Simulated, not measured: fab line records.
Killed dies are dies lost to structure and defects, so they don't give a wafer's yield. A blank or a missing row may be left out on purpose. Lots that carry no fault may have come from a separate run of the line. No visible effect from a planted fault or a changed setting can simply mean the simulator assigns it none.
The tool behind it: which one? -- flow nandHarc -- 11 lots, 33 wafers sampled, at 6 steps of a route of 1302

## WHAT THE GAUGES READ, wafer by wafer
NHARC_THIN_TSV_CD_MEAS_12: target cd 1000 nm. Usual: cdNm reads 999.1 nm (standard deviation 1.9).
lot,measured,on,cdNm (nm),flag
L310,day 24 20:14,cdSem-02,995.9 996.4 997.4,
L313,day 25 13:29,cdSem-01,1000.3 1000.5 998.9,
L312,day 25 19:08,cdSem-02,1000.0 999.0 998.0,
L315,day 26 00:31,cdSem-01,998.4 998.1 996.1,
L320,day 28 06:24,cdSem-01,998.8 1000.2 999.1,
L329,day 31 15:14,cdSem-02,995.9 995.2 998.8,
L327,day 31 16:31,cdSem-01,1001.3 999.8 1002.6,
L328,day 32 02:41,cdSem-02,997.6 995.8 997.0,
L330,day 32 03:53,cdSem-02,1000.2 998.0 996.4,
L331,day 32 16:20,cdSem-01,995.6 996.9 996.4,
L332,day 33 15:24,cdSem-01,1001.2 1003.0 1002.5,

NHARC_THIN_TSV_INSPECT_40. Usual: rawDefectCount reads 545 (standard deviation 92).
lot,measured,on,rawDefectCount,flag
L310,day 25 08:10,defectInspect-02,504 546 517,
L313,day 26 01:23,defectInspect-01,485 595 533,
L312,day 26 10:28,defectInspect-02,422 500 422,
L315,day 26 10:28,defectInspect-01,493 616 633,
L320,day 28 17:14,defectInspect-02,616 1219 549 643 1234 556,
L329,day 32 03:04,defectInspect-02,447 512 433,
L327,day 32 03:04,defectInspect-01,520 494 420,
L328,day 32 14:42,defectInspect-01,477 604 647,
L330,day 32 14:43,defectInspect-01,682 518 525,
L331,day 33 04:25,defectInspect-01,642 623 555,
L332,day 34 03:08,defectInspect-02,499 590 548,

NHARC_END_SORT_01. Usual: defectLimitedYield 92.0 %, standard deviation 2.6; killedAtArray 49, standard deviation 18; killedAtOther 0.8, standard deviation 1; killedAtPeriphery 4.2, standard deviation 2.8; killedDies 54, standard deviation 18; killedOpen 3.0, standard deviation 1.7; killedShort 2.5, standard deviation 1.6; sort_bin_2_pct 2.8 %, standard deviation 1.2; sort_bin_3_pct 0.6 %, standard deviation 0.37; sort_bin_4_pct 4.6 %, standard deviation 1.5; sortNPass 623, standard deviation 18; sortRimYieldPct 92 %, standard deviation 4.2; sortYieldPct 92.0 %, standard deviation 2.6.
lot,measured,on,defectLimitedYield (%),killedAtArray,killedAtOther,killedAtPeriphery,killedDies,killedOpen,killedShort,sort_bin_2_pct (%),sort_bin_3_pct (%),sort_bin_4_pct (%),sortNPass,sortRimYieldPct (%),sortYieldPct (%),flag
L310,day 25 11:13,prober-02,92.8 89.7 91.1,39 64 52,0 0 0,10 6 8,49 70 60,0 3 2,2 0 2,3.4 4.3 3.4,0.4 0.4 0.3,3.4 5.6 5.2,628 607 617,90 85 92,92.8 89.7 91.1,
L313,day 26 05:13,prober-02,93.1 94.4 95.3,42 34 27,0 0 0,5 4 5,47 38 32,2 5 3,6 3 1,2.2 1.0 1.2,0.3 0.3 0.4,4.4 4.3 3.1,630 639 645,97 97 93,93.1 94.4 95.3,
L312,day 26 14:17,prober-02,96.3 95.0 94.7,15 17 21,2 3 1,8 14 14,25 34 36,4 2 5,3 2 3,0.4 1.2 1.3,0.1 0.6 0.1,3.1 3.2 3.8,652 643 641,97 94 92,96.3 95.0 94.7,
L315,day 26 21:13,prober-02,90.3 88.9 90.4,62 69 61,2 1 1,2 5 3,66 75 65,0 3 3,3 2 6,4.4 3.0 3.4,0.7 0.9 0.6,4.6 7.2 5.6,611 602 612,91 96 82,90.3 88.9 90.4,
L320,day 29 06:18,prober-01,96.6 81.1 96.0,20 23 25,0 102 0,3 3 2,23 128 27,4 4 5,4 4 3,0.4 8.6 0.7,0.1 4.1 0.1,2.8 6.2 3.1,654 549 650,92 96 94,96.6 81.1 96.0,OFF
L329,day 32 06:07,prober-02,94.2 94.7 94.7,33 29 27,0 0 2,6 7 7,39 36 36,2 3 2,5 0 2,2.1 1.6 1.9,0 0.1 0.1,3.7 3.5 3.2,638 641 641,92 97 96,94.2 94.7 94.7,
L327,day 32 06:57,prober-01,91.0 92.8 91.1,53 42 59,3 0 0,5 7 1,61 49 60,3 2 1,1 3 0,2.5 2.8 3.7,0.3 0.6 0.4,6.2 3.8 4.7,616 628 617,89 88 96,91.0 92.8 91.1,
L328,day 32 18:35,prober-01,92.8 91.7 92.2,40 51 45,0 1 0,9 4 8,49 56 53,5 5 4,2 1 3,2.4 3.8 2.1,0.3 0.9 0.6,4.6 3.5 5.2,628 621 624,85 92 86,92.8 91.7 92.2,
L330,day 33 02:23,prober-01,89.5 89.4 91.1,66 65 54,0 0 0,5 7 6,71 72 60,5 1 4,4 4 4,2.7 3.4 3.8,0.4 1.3 0.7,7.4 5.9 4.3,606 605 617,91 93 88,89.5 89.4 91.1,
L331,day 33 07:29,prober-02,89.7 89.8 94.4,67 66 33,0 0 0,3 3 5,70 69 38,4 3 4,3 4 2,3.7 2.2 2.5,1.0 0.7 0.1,5.6 7.2 3.0,607 608 639,88 89 88,89.7 89.8 94.4,
L332,day 34 06:12,prober-02,94.2 90.3 92.3,36 62 50,0 3 1,3 1 1,39 66 52,2 1 2,2 2 3,2.1 4.3 2.2,0.6 0.9 0.7,3.1 4.6 4.7,638 611 625,91 98 91,94.2 90.3 92.3,

## WHAT TOOL EACH LOT RAN ON (gives the tool, then ch and the chambers of the sampled wafers, and finally the start)
lot,NHARC_THIN_TSV_DESCUM_14,NHARC_THIN_TSV_PRE_CLEAN_50,NHARC_THIN_TSV_ETCH_59
L310,"rieDiel-07 ch 0,1,2, day 24 20:23","pvdSputter-02, day 25 02:28 or earlier","rieMetal-02 ch 0,1, day 25 02:28"
L313,"rieDiel-09 ch 0,1,2, day 25 13:40","pvdSputter-03, day 25 19:44 or earlier","rieMetal-02 ch 0,1, day 25 19:44"
L312,"rieDiel-05 ch 1,3, day 25 19:19","pvdSputter-02, day 26 01:53 or earlier","rieMetal-03 ch 0,1, day 26 01:53"
L315,"rieDiel-05 ch 0,2,3, day 26 00:42","pvdSputter-03, day 26 06:58 or earlier","rieMetal-02 ch 0,1, day 26 06:58"
L320,"rieDiel-09 ch 0,2,3, day 28 06:34","pvdSputter-03, day 28 12:49 or earlier","rieMetal-02 ch 0,1, day 28 12:49"
L329,"rieDiel-09 ch 0,1,2, day 31 15:24","pvdSputter-01, day 31 21:22 or earlier","rieMetal-01 ch 0,1, day 31 21:22"
L327,"rieDiel-05 ch 1,2, day 31 16:41","pvdSputter-01, day 31 22:35 or earlier","rieMetal-03 ch 0,1, day 31 22:35"
L328,"rieDiel-07 ch 0,1,2, day 32 02:51","pvdSputter-03, day 32 08:58 or earlier","rieMetal-03 ch 0,1, day 32 08:58"
L330,"rieDiel-09 ch 2,3, day 32 04:03","pvdSputter-02, day 32 09:59 or earlier","rieMetal-02 ch 0,1, day 32 09:59"
L331,"rieDiel-07 ch 0,2,3, day 32 16:31","pvdSputter-02, day 32 22:36 or earlier","rieMetal-02 ch 0,1, day 32 22:36"
L332,"rieDiel-05 ch 0,2,3, day 33 15:34","pvdSputter-03, day 33 21:37 or earlier","rieMetal-01 ch 0,1, day 33 21:37"
- NHARC_THIN_TSV_DESCUM_14: chemistry O2, time 3 s.
- NHARC_THIN_TSV_PRE_CLEAN_50: time 30 s.
- NHARC_THIN_TSV_ETCH_59: etches the open film in Cl2/BCl3, target depth 880 nm, time 138.1 s.

## WHAT THE TOOLS THEMSELVES READ (means of the sampled wafers that have a number; where no wafer has one, the mark that the record gives instead)
NHARC_THIN_TSV_DESCUM_14. Usual: drypumpMotorCurrentA 5.9 A, standard deviation 0.57; oesProductAu 1.000 a.u., standard deviation 0.0091; rfVppV 57.7 V, standard deviation 0.91; showerheadPlenumPTorr 1.88 Torr, standard deviation 0.065; throttleValvePct 11.311 %, standard deviation 0.0091.
lot,tool,drypumpMotorCurrentA (A),oesProductAu (a.u.),rfVppV (V),showerheadPlenumPTorr (Torr),throttleValvePct (%),flag
L310,rieDiel-07,5.8,0.995,58.4,1.90,11.309,
L313,rieDiel-09,6.3,0.995,57.9,1.82,11.312,
L312,rieDiel-05,5.5,1.005,59.0,1.90,11.309,
L315,rieDiel-05,5.9,1.000,58.2,1.94,11.314,
L320,rieDiel-09,6.4,1.000,57.4,1.84,11.314,
L329,rieDiel-09,6.3,1.004,56.6,1.81,11.312,
L327,rieDiel-05,6.0,1.009,58.9,1.97,11.313,
L328,rieDiel-07,5.8,1.001,57.3,1.90,11.303,
L330,rieDiel-09,6.1,0.999,57.1,1.86,11.309,
L331,rieDiel-07,5.9,0.998,57.0,1.92,11.305,
L332,rieDiel-05,5.9,1.000,57.7,1.93,11.312,

NHARC_THIN_TSV_PRE_CLEAN_50. Usual: heaterPowerW reads 391 W (standard deviation 41).
lot,tool,heaterPowerW (W),flag
L310,pvdSputter-02,372,
L313,pvdSputter-03,396,
L312,pvdSputter-02,384,
L315,pvdSputter-03,414,
L320,pvdSputter-03,432,
L329,pvdSputter-01,399,
L327,pvdSputter-01,404,
L328,pvdSputter-03,403,
L330,pvdSputter-02,354,
L331,pvdSputter-02,358,
L332,pvdSputter-03,410,

NHARC_THIN_TSV_ETCH_59. Usual: drypumpMotorCurrentA 5.8 A, standard deviation 0.53; oesProductAu 0.996 a.u., standard deviation 0.013; throttleValvePct 22.264 %, standard deviation 0.0089.
lot,tool,drypumpMotorCurrentA (A),oesProductAu (a.u.),throttleValvePct (%),flag
L310,rieMetal-02,6.2,0.986,22.264,
L313,rieMetal-02,6.2,0.990,22.267,
L312,rieMetal-03,5.7,0.995,22.270,
L315,rieMetal-02,6.2,0.986,22.265,
L320,rieMetal-02,6.1,0.991,22.258,
L329,rieMetal-01,5.1,1.004,22.267,
L327,rieMetal-03,6.2,0.989,22.266,
L328,rieMetal-03,5.7,0.994,22.260,
L330,rieMetal-02,6.2,0.985,22.264,
L331,rieMetal-02,6.2,0.979,22.263,
L332,rieMetal-01,5.2,1.003,22.259,

## THE ANSWER, worked out from the rows above alone
Rule: take the mean of a lot's wafers that have a number; if it is more than 3 standard deviations from the usual mean, the lot is off. A lot without any number at a reading at which 4 lots or more have one is off too. Where the step has rows for the other lots, those lots are counted as sound. After the gauges, taken in route order, come the tools' own readings; for these a lot's mean is taken, as printed above. The first step at which some lot is off is used, and at that step the reading that is off furthest; a lot without a number counts as furthest.
Off: L320, at NHARC_END_SORT_01 (killedAtOther).
A tool fits if, at a process step before that reading, it ran every lot that is off, and no sound lot after the first of them. Those tools and the gauges at NHARC_END_SORT_01 are tried in the same way. NHARC_THIN_TSV_PRE_CLEAN_50: start missing for some lots; hours and lot order therefore follow NHARC_THIN_TSV_ETCH_59. Not one of the candidates tried fits.

## WHAT THE SIMULATOR PUT IN
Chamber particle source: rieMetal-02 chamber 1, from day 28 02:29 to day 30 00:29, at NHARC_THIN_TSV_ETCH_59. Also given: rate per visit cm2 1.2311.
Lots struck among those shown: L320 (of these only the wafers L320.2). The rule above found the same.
